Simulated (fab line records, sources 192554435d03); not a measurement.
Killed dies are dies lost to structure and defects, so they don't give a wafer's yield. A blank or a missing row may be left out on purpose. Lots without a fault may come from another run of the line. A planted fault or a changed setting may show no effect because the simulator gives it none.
A struck lot beside a sound one | flow n5_finfet | 41 steps out of a route of 1938
Sound: wafers L589.4, L589.5, L589.6. Struck: wafers L599.2, L599.3. (L599.4 of the same lot was not struck and is left out.) The cause comes at the end.
At each step with rows: each side's tool, then ch and its chambers, then its first start. Under that, the readings that differ: sound wafers | struck wafers | difference of the means | sigmas: that difference in standard deviations of wafers without a fault.
alike: readings whose means differ by less than 2 such deviations, and words and numbers that are the same on both sides. not compared: withheld readings, readings that some wafer has no value for, bounds like >300 that may hide the same value, and numbers for which the record gives no deviation and whose values overlap.
The two part at a step that has a row with sigmas, a row that says differs or no value, or rows on one side only. Numbers that don't overlap but have no deviation are shown without sigmas and don't part them. A reading that every wafer of one side lacks parts them only if that side has two wafers or more.

first, 12 steps without rows for these wafers: N5_HKMG_FIN_STRIP_33 (strips in N2/H2); N5_HKMG_FIN_STRIP_34 (strips in CF4); N5_HKMG_FIN_ETCH_35 (etches SOC in N2/H2, target depth 215.8 nm, time 243.4 s); N5_HKMG_FIN_STRIP_92 (strips SOC in N2/H2, time 20 s); N5_HKMG_FIN_WET_ETCH_18 (etches TiN in SC1, time 55 s, target depth 5.2 nm, rinse time 30 s); N5_HKMG_FIN_STRIP_19 (strips in N2/H2, time 360 s); N5_HKMG_FIN_ALD_91 (deposits TiN, target thk 1 nm, pulse time 1 s, purge time 3 s); N5_HKMG_FIN_COAT_85 (time 60 s, resist thk 300 nm); N5_HKMG_FIN_ETCH_86 (etches SOC in N2/H2, stops on TiN, target depth 393.2 nm); N5_HKMG_FIN_STRIP_89 (strips SOC in N2/H2, time 20 s); N5_HKMG_FIN_WET_ETCH_87 (etches TiN in SC1, time 154.2 s, target depth 4.7 nm, rinse time 30 s); N5_HKMG_FIN_STRIP_88 (strips in N2/H2, time 360 s).
N5_HKMG_FIN_NWFM_ALD_20: deposits TiAlC, target thk 2 nm, pulse time 3 s, purge time 2 s.
  sound on ald_metal-03 ch 0,1,2, day 4 08:34; struck on ald_metal-03 ch 1,2, day 7 04:04
  reading    | sound | struck | difference | sigmas
  ald_cycles | 7 7 7 | 6 6    | -1         |
  alike: heater_power_w, precursor_pulse_height_rel
then, 26 steps without rows for these wafers: N5_HKMG_FIN_ALD_71 (deposits TiN, target thk 1 nm, pulse time 1 s, purge time 3 s); N5_HKMG_FIN_COAT_66 (time 60 s, resist thk 300 nm); N5_HKMG_FIN_ETCH_67 (etches SOC in N2/H2, stops on TiN, target depth 388.9 nm); N5_HKMG_FIN_STRIP_90 (strips SOC in N2/H2, time 20 s); N5_HKMG_FIN_WET_ETCH_73 (etches the open film in SC1, time 42.3 s, target depth 1.3 nm, rinse time 30 s); N5_HKMG_FIN_ETCHBACK_68 (etches the open film in Cl2/Ar, stops on HfO2, target depth 0.5 nm); N5_HKMG_FIN_STRIP_69 (strips in N2/H2, time 360 s); N5_HKMG_FIN_ALD_21 (deposits TiN, target thk 1.5 nm, pulse time 1 s, purge time 3 s); N5_HKMG_FIN_ALD_72 (deposits W, target thk 2 nm, pulse time 1 s, purge time 2 s); N5_HKMG_FIN_W_FILL_22 (material W, target thk 60 nm, time 18.2 s); N5_HKMG_FIN_PRECLEAN_83 (cleans in DIW, time 57.5 s); N5_HKMG_FIN_SRD_84 (dry time 32 s); N5_HKMG_FIN_CMP_23 (polishes, stops on SiNx, t overpolish 10 s, target thk 46.326 nm); N5_HKMG_FIN_CMP_94 (polishes, stops on SiNx, t overpolish 4.7 s, target thk 43.299 nm); N5_GATE_CUT_ETCHBACK_00 (etches W in SF6/Cl2); N5_GATE_CUT_ETCH_56 (etches TiN in Cl2/Ar, target depth 21.6 nm); N5_GATE_CUT_ETCHBACK_30 (etches TiN in Cl2/Ar, target depth 3 nm); N5_GATE_CUT_VAPOR_ETCH_60 (etches HfO2 in BCl3/Cl2); N5_GATE_CUT_ETCH_58 (etches SiNx in CH3F/O2, target depth 17 nm, time 128.6 s); N5_GATE_CUT_STRIP_59 (strips in N2/H2, time 20 s); N5_GATE_CUT_PRECLEAN_31 (cleans in DIW, time 300 s); N5_GATE_CUT_SRD_32 (time 30 s); N5_GATE_CUT_SAC_CAP_01 (material SiNx, target thk 24 nm, pulse time 1 s, ald cycles 480); N5_GATE_CUT_PECVD_57 (deposits SiNx from SiH4/NH3/N2, target thk 21 nm); N5_GATE_CUT_CMP_02 (polishes, stops on SiO2, t overpolish 12.7 s, target thk 0 nm); N5_GATE_CUT_HM_DEP_46 (deposits SiO2 from TEOS/O2, target thk 130 nm, time 26.6 s).
-- the record jumps here: 4 days lie between the struck wafers' starts before and after (it left off in module GATE_CUT and takes up again in module BEOL_M4, whose first step shown is number 1111 of the route) --
N5_BEOL_M4_RC_MEAS_101:
  sound on prober-01 ch 0, day 8 01:59; struck on prober-01 ch 0, day 11 08:46
  reading             | sound                      | struck            | difference | sigmas
  DIBL_N (mV/V)       | 34.7 36.5 36.2             | 38.3 40.8         | +3.7       | +2
  IOFF_N_LONG (nA/um) | 5.69e-05 5.65e-05 5.69e-05 | 3.53e-05 3.41e-05 | -2.21e-05  | -8
  IOFF_P (nA/um)      | 0.16 0.18 0.19             | 0.28 0.38         | +0.15      | +4
  ION_N (uA/um)       | 660 666 679                | 630 644           | -31        | -3
  ION_P (uA/um)       | 450 452 462                | 471 480           | +21        | +3
  VT_N (mV)           | 257 252 249                | 269 267           | +15        | +5
  VT_N_LONG (mV)      | 275.7 275.5 273.7          | 300.2 296.3       | +23.3      | +12
  VT_N_LVT (mV)       | 100 98 98                  | 117 113           | +16        | +5
  VT_P (mV)           | -253 -253 -253             | -244 -240         | +11        | +3
  alike: DIBL_P, IOFF_N, IOFF_N_85C, IOFF_N_LIN, SS_N, SS_P
-- the record jumps here: 5 days lie between the struck wafers' starts before and after (it left off in module BEOL_M4 and takes up again in module PASSIVATION, whose first step shown is number 1936 of the route) --
N5_PASSIVATION_PROBE_49:
  sound on prober-01, day 12 08:16; struck on prober-02, day 15 23:12
  reading                | sound          | struck     | difference | sigmas
  killed_at_other        | 2 2 4          | 18 7       | +10        | +3
  sort_bin_4_leakage (%) | 0 0 0          | 0 0.17     | +0         | +12
  sort_bin_8_speed (%)   | 0 0 0          | 14.58 1.36 | +7.97      | +99 or more
  sort_n_pass            | 1107 1099 1084 | 882 1078   | -117       | -7
  sort_yield_pct (%)     | 93.8 93.1 91.9 | 74.7 91.4  | -9.9       | -7
  alike: defect_limited_yield, killed_at_M0_to_M3, killed_at_M4_up, killed_at_contacts, killed_at_front_end, killed_dies, killed_open, killed_short, sort_bin_5_function, sort_bin_6_memory

WHERE THEY PART
First at N5_BEOL_M4_RC_MEAS_101; last, within this record, at N5_PASSIVATION_PROBE_49.

WHY: what the simulator had put in
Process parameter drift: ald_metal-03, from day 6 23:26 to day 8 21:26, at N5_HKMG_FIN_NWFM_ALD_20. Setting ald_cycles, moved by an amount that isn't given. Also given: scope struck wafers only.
